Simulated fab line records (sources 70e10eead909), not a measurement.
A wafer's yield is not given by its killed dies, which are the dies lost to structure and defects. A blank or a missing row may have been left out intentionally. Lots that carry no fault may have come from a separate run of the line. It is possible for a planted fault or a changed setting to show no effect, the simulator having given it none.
Matching of chambers -- flow nand harc -- 4 sister chambers for NHARC_A_BONDPAD_DESCUM_11 on rie diel-09
The step chemistry O2, time 3 s. 16 wafers are shown with their chamber, then 8 later ones without.

WAFERS PAIRED WITH THEIR CHAMBERS
wafer,chamber,drypump motor current A (A),oes product au (a.u.),throttle valve pct (%)
L610.3,1,6.3,0.995,11.313
L610.4,3,6.1,0.979,11.317
L610.5,0,6.1,1.002,11.289
L614.1,3,6.1,1.003,11.305
L614.2,0,6.1,1.006,11.318
L614.4,1,6.2,0.997,11.299
L622.1,0,6.1,1.003,11.312
L622.5,2,5.1,0.998,11.314
L622.6,3,6.1,0.992,11.327
L624.1,3,6.1,0.985,11.302
L624.4,0,6.1,1.000,11.327
L624.6,1,6.3,0.993,11.303
L625.2,1,6.2,0.996,11.303
L625.3,3,6.1,0.991,11.326
L625.6,0,6.1,0.997,11.318
L626.1,3,6.1,0.989,11.310

SIGNATURES (averages over the wafers above)
reading,chamber 0,chamber 1,chamber 2,chamber 3,scatter within a chamber
drypump motor current A,6.100,6.250,5.100,6.100,0.0289
oes product au,1.00160,0.99525,0.99800,0.98983,0.00559
throttle valve pct,11.31280,11.30450,11.31400,11.31450,0.0111
Rule: a wafer lies at a distance from a chamber equal to the root of the sum of squares, over the readings, of (its reading less the chamber's mean, divided by the reading's scatter). If the next closest chamber is less than 2 further off than the closest, the wafer can't be placed; otherwise it belongs to the closest. How the scatter is found: for the shown wafers, subtract from each reading the mean of its chamber, square and add these, divide the total by (wafers less chambers), then take the root.

WAFERS WITH NO CHAMBER GIVEN
wafer,drypump motor current A (A),oes product au (a.u.),throttle valve pct (%)
L626.3,6.3,1.000,11.324
L626.6,6.1,0.985,11.316
L629.2,6.3,0.989,11.320
L629.4,6.1,0.989,11.307
L629.5,6.1,1.000,11.302
L633.1,6.2,0.986,11.311
L633.2,6.1,1.010,11.319
L633.5,6.1,1.010,11.306

WHICH CHAMBER EACH ONE RAN IN
wafer,from the rows above,in truth
L626.3,1,1
L626.6,3,3
L629.2,1,1
L629.4,can't be placed: 3 or 0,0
L629.5,can't be placed: 0 or 3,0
L633.1,can't be placed: 1 or 3 or 0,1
L633.2,0,0
L633.5,0,0
Placed correctly: 5 of 8. Can't be placed from these rows: 3 (the true chamber is among the candidates in 3). Number placed wrongly: 0.
